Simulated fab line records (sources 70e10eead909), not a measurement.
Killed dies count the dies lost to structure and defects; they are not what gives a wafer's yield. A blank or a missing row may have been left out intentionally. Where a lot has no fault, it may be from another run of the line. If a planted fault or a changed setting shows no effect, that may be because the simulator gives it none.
Code-filled problem report in 8D (eight disciplines) form | flow nand_harc | the parts of the form that need people (team, actions taken, sign-off) are left out

## 1. WHAT IS WRONG
A mean of 1.246 a.u. is read at NHARC_A_DECK1_JOINT_ETCHBACK_00 for oes_product_au, taken on 1 wafer of 1 lot, against 1.006 a.u. (standard deviation 0.0095) on wafers free of any fault. Measured from the usual mean, that is +25 standard deviations.
The step: etches the open film in HBr, target depth 30 nm, time 17.4 s.
The first sign was on wafer L468.4 at day 20 09:13, on rie_si-02. At this step, 39 wafers from 13 lots have a number in the record. The rule behind "out" and "out of limits": a value lying over 4 standard deviations away from the usual mean. Any other wafer with a number is counted as sound.

## 2. WHAT IT IS; WHAT IT IS NOT
question                    | is                | is not
which readings at this step | oes_product_au    | throttle_valve_pct
which lots                  | L468              | L448, L449, L450, L451, L452, L453, L455, L456, L457, L458, L459, L460
which wafers of those lots  | L468.4            | L468.1, L468.3
read on which tools         | rie_si-02         | rie_si-03, rie_si-05
when                        | from day 20 09:13 | up to then (38 sound wafers)

## 3. WHAT RULES OUT EACH SUSPECT
Counting: a tool at a process step up to the reading stays a suspect if it ran every lot that is out. Sound lots after the first of them don't rule it out here, since some wafers of a struck lot are sound.
- ald_hk-02 at NHARC_A_CHANNEL_FILL_D1_ALD_25 (deposits SiOx, target thk 60 nm, pulse time 10 s, ald cycles 600): kept. It processed L468, the lot that is out, at day 19 07:28, and its most recent sound lot before then was L459 at day 15 00:01.
- rie_diel-02 at NHARC_A_CHANNEL_FILL_D1_ETCHBACK_08 (etches the open film in C4F8, target depth 220 nm, time 110 s): kept. It processed L468, the lot that is out, at day 20 09:13, and its most recent sound lot before then was L459 at day 15 22:40. With no start given for some of its lots, NHARC_A_CHANNEL_FILL_D1_ETCHBACK_08 uses the hours and lot order of NHARC_A_DECK1_JOINT_ETCHBACK_00.
- rie_si-02 at NHARC_A_DECK1_JOINT_ETCHBACK_00 (etches the open film in HBr, target depth 30 nm, time 17.4 s): kept. It processed L468, the lot that is out, at day 20 09:13, and its most recent sound lot before then was L460 at day 16 05:04. On those wafers its own readings are out: oes_product_au.
- Within ald_hk-02 at NHARC_A_CHANNEL_FILL_D1_ALD_25: the wafers that are out ran in chamber 2; their sound lot-mates ran in chambers 1, 3.
- Within rie_diel-02 at NHARC_A_CHANNEL_FILL_D1_ETCHBACK_08: the wafers that are out ran in chamber 3; their sound lot-mates ran in chambers 1, 2.
- Within rie_si-02 at NHARC_A_DECK1_JOINT_ETCHBACK_00: the wafers that are out ran in chamber 0; their sound lot-mates ran in chambers 1, 2.
After the count, these remain: ald_hk-02 at NHARC_A_CHANNEL_FILL_D1_ALD_25, rie_diel-02 at NHARC_A_CHANNEL_FILL_D1_ETCHBACK_08 and rie_si-02 at NHARC_A_DECK1_JOINT_ETCHBACK_00.

## 4. THE CAUSE (what the simulator had put in)
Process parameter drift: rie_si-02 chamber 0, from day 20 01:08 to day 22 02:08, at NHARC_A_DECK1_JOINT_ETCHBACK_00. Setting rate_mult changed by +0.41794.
This tool is one of the 3 suspects left after counting.

## 5. THE CHAIN OF EFFECTS, in route order
Each row: a reading whose mean over the struck wafers that have a number lies more than 3 standard deviations from the usual. Only readings for which the record gives a usual standard deviation are gone through. hours: the time from each lot's start at the first step in this table that gives one to its start at this step, as a median over the lots. sigmas: the change in usual standard deviations.
hours | step                            | reading        | usual      | on struck wafers | change | sigmas
0     | NHARC_A_DECK1_JOINT_ETCHBACK_00 | oes_product_au | 1.006 a.u. | 1.246            | +0.240 | +25
Here are the process steps it includes:
- NHARC_A_DECK1_JOINT_ETCHBACK_00: etches the open film in HBr, target depth 30 nm, time 17.4 s.

## 6. WHAT WOULD HAVE CAUGHT IT SOONER
8 hours passed between the start of the fault at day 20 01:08 and the first reading out of limits in this record, taken at day 20 09:13.
